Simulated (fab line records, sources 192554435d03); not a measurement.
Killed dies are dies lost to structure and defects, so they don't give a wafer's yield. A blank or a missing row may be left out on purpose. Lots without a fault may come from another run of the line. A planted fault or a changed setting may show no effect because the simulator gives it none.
Chamber matching | flow n5_finfet | N5_BEOL_M2_ALD_98 on ald_sin-03: 4 sister chambers
The step deposits SiO2, target thk 2.5 nm, pulse time 1 s, co reactant pulse time 1 s. 24 wafers are shown with their chamber, then 12 later ones without.

WAFERS WITH THEIR CHAMBER
wafer  | chamber | heater_power_w (W) | chamber_pressure_Torr (Torr) | precursor_pulse_height_rel
L074.3 | 3       | 90                 | 2.006                        | 0.981
L074.4 | 2       | 80                 | 1.997                        | 0.988
L074.6 | 2       | 79                 | 2.006                        | 1.049
L075.1 | 1       | 84                 | 1.998                        | 1.032
L075.3 | 3       | 92                 | 2.007                        | 0.996
L075.5 | 3       | 91                 | 1.997                        | 1.015
L076.3 | 3       | 89                 | 2.008                        | 1.038
L076.5 | 0       | 71                 | 2.001                        | 1.033
L076.6 | 3       | 90                 | 2.004                        | 0.988
L079.2 | 2       | 79                 | 2.005                        | 0.982
L079.3 | 3       | 90                 | 2.005                        | 1.051
L079.6 | 3       | 90                 | 2.004                        | 1.003
L080.1 | 2       | 78                 | 2.004                        | 1.000
L080.2 | 0       | 73                 | 1.992                        | 0.997
L080.3 | 3       | 88                 | 1.999                        | 1.007
L081.1 | 2       | 78                 | 2.000                        | 1.014
L081.3 | 3       | 90                 | 2.002                        | 0.999
L081.6 | 2       | 80                 | 1.994                        | 1.020
L083.3 | 1       | 83                 | 2.005                        | 0.987
L083.4 | 2       | 79                 | 1.997                        | 0.992
L083.6 | 3       | 92                 | 1.995                        | 0.981
L085.1 | 1       | 82                 | 1.995                        | 1.017
L085.2 | 0       | 73                 | 2.002                        | 0.995
L085.3 | 3       | 90                 | 2.003                        | 1.025

SIGNATURES (means of the wafers above)
reading                    | chamber 0 | chamber 1 | chamber 2 | chamber 3 | scatter within a chamber
heater_power_w             | 72.33     | 83.00     | 79.00     | 90.18     | 1.06
chamber_pressure_Torr      | 1.99833   | 1.99933   | 2.00043   | 2.00273   | 0.00456
precursor_pulse_height_rel | 1.00833   | 1.01200   | 1.00643   | 1.00764   | 0.0228
Rule: a wafer's distance from a chamber is the root of the sum, over the readings, of the square of ((its reading less the chamber's mean) divided by the reading's scatter). The wafer belongs to the nearest chamber; if the next one is less than 2 further off, it can't be placed. The scatter: the root of (the sum of the squares of (reading less its chamber's mean) over the shown wafers, divided by (wafers less chambers)).

WAFERS WITHOUT THEIR CHAMBER
wafer  | heater_power_w (W) | chamber_pressure_Torr (Torr) | precursor_pulse_height_rel
L085.4 | 81                 | 2.006                        | 0.954
L085.5 | 89                 | 2.004                        | 1.017
L085.6 | 79                 | 2.003                        | 1.012
L087.1 | 78                 | 2.002                        | 1.000
L087.4 | 89                 | 2.002                        | 1.011
L087.5 | 81                 | 2.001                        | 0.990
L089.1 | 74                 | 1.997                        | 1.005
L089.2 | 92                 | 1.998                        | 1.001
L089.3 | 83                 | 2.003                        | 0.995
L089.4 | 78                 | 2.004                        | 1.022
L089.5 | 85                 | 2.000                        | 0.954
L089.6 | 78                 | 2.005                        | 1.010

WHICH CHAMBER EACH WENT THROUGH
wafer  | from the rows above     | in truth
L085.4 | can't be placed: 2 or 1 | 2
L085.5 | 3                       | 3
L085.6 | 2                       | 2
L087.1 | 2                       | 2
L087.4 | 3                       | 3
L087.5 | can't be placed: 2 or 1 | 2
L089.1 | 0                       | 0
L089.2 | 3                       | 3
L089.3 | 1                       | 1
L089.4 | 2                       | 2
L089.5 | 1                       | 1
L089.6 | 2                       | 2
Placed correctly: 10 of 12. Can't be placed from these rows: 2 (the true chamber is among the candidates in 2). Placed wrongly: 0.
